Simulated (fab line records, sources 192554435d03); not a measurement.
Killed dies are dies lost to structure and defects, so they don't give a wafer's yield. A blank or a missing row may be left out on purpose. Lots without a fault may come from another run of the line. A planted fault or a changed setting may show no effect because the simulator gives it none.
Chamber matching | flow n5_finfet | N5_BEOL_M14_STRIP_37 on rie_diel-02: 4 sister chambers
The step strips in O2. 4 wafers are shown with their chamber, then 8 later ones without.

WAFERS WITH THEIR CHAMBER
wafer  | chamber | drypump_motor_current_A (A)
L086.1 | 0       | 6.2
L088.1 | 3       | 4.9
L088.4 | 1       | 5.2
L087.3 | 2       | 5.8

WAFERS WITHOUT THEIR CHAMBER
wafer  | drypump_motor_current_A (A)
L087.4 | 5.2
L087.6 | 6.1
L094.1 | 4.9
L094.3 | 6.1
L094.5 | 4.8
L097.2 | 4.9
L097.3 | 5.2
L097.5 | 4.9

WHICH CHAMBER EACH WENT THROUGH
wafer  | from the rows above | in truth
L087.4 | 1                   | 1
L087.6 | 0                   | 0
L094.1 | 3                   | 3
L094.3 | 0                   | 0
L094.5 | 3                   | 3
L097.2 | 3                   | 3
L097.3 | 1                   | 1
L097.5 | 3                   | 3
Placed correctly: 8 of 8. Can't be placed from these rows: 0. Placed wrongly: 0.
How it was worked out, from the rows above alone: a wafer's distance from a chamber is the root of the sum, over the readings, of the square of ((its reading less the chamber's mean) divided by the reading's scatter). The wafer belongs to the nearest chamber; if the next one is less than 2 further off, it can't be placed. A chamber's mean is the mean of its shown wafers. The scatter: with one shown wafer a chamber, the root of the mean of the squares of how far each hidden wafer lies from its nearest shown one.
